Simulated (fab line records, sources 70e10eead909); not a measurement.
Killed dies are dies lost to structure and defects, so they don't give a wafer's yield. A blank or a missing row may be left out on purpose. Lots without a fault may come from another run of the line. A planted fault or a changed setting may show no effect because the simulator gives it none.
A struck lot beside a sound one | flow nand_harc | 15 steps out of a route of 1302
Sound: wafers L668.4, L668.5, L668.6. Struck: wafer L684.1. (L684.4, L684.5 of the same lot were not struck and are left out.) The cause comes at the end.
At each step with rows: each side's tool, then ch and its chambers, then its first start. Under that, the readings that differ: sound wafers | struck wafers | difference of the means | sigmas: that difference in standard deviations of wafers without a fault.
alike: readings whose means differ by less than 2 such deviations, and words and numbers that are the same on both sides. not compared: withheld readings, readings that some wafer has no value for, bounds like >300 that may hide the same value, and numbers for which the record gives no deviation and whose values overlap.
The two part at a step that has a row with sigmas, a row that says differs or no value, or rows on one side only. Numbers that don't overlap but have no deviation are shown without sigmas and don't part them. A reading that every wafer of one side lacks parts them only if that side has two wafers or more.

first, 6 steps without rows for these wafers: NHARC_A_DECK1_JOINT_CVD_34 (deposits SiNx, target thk 20 nm); NHARC_A_DECK1_JOINT_DEP_06 (deposits SiOx, target thk 80 nm); NHARC_A_DECK1_JOINT_CURE_26 (time 32 s); NHARC_A_DECK1_JOINT_ANNEAL_27 (time 3600 s); NHARC_A_DECK1_JOINT_ANNEAL_28 (time 1800 s); NHARC_A_DECK1_JOINT_ANNEAL_29 (time 1800 s).
NHARC_A_DECK1_JOINT_CMP_02: polishes SiOx.
  sound on cmp-02 ch 0,3, day 12 08:48; struck on cmp-02 ch 1, day 19 03:46
  alike: motor_current_A
then, 1 step without rows for these wafers: NHARC_A_DECK1_JOINT_SRD_15.
NHARC_A_DECK1_JOINT_DEP_16: deposits SiO2, target thk 45 nm.
  sound on pecvd-03 ch 0,1,2, day 12 09:16; struck on pecvd-02 ch 2, day 19 04:08
  alike: chamber_pressure_Torr, heater_power_w, throttle_valve_pct
NHARC_A_DECK1_JOINT_THK_MEAS_17: measures by ellipsometry.
  sound on film_metro-01, day 12 09:28; struck on film_metro-01, day 19 04:23
  alike: thk_nm
NHARC_A_DECK1_JOINT_INSPECT_05:
  sound on defect_inspect-01, day 12 09:30; struck on defect_inspect-01, day 19 04:25
  alike: raw_defect_count
NHARC_A_ONON_D2_DEP_00: target thk 1000 nm.
  sound on pecvd_onon-03 ch 0, day 12 09:44; struck on pecvd_onon-01 ch 0, day 19 04:29
NHARC_A_ONON_D2_THK_MEAS_02: measures by ellipsometry.
  sound on film_metro-01, day 12 10:05; struck on film_metro-02, day 19 05:00
  reading     | sound       | struck | difference | sigmas
  thk_nm (nm) | 988 988 989 | 740    | -248       | -25
then, 2 steps without rows for these wafers: NHARC_A_ONON_D2_DEP_03 (target thk 1000 nm); NHARC_END_SORT_01.

WHERE THEY PART
Only at NHARC_A_ONON_D2_THK_MEAS_02, within this record.

WHY: what the simulator had put in
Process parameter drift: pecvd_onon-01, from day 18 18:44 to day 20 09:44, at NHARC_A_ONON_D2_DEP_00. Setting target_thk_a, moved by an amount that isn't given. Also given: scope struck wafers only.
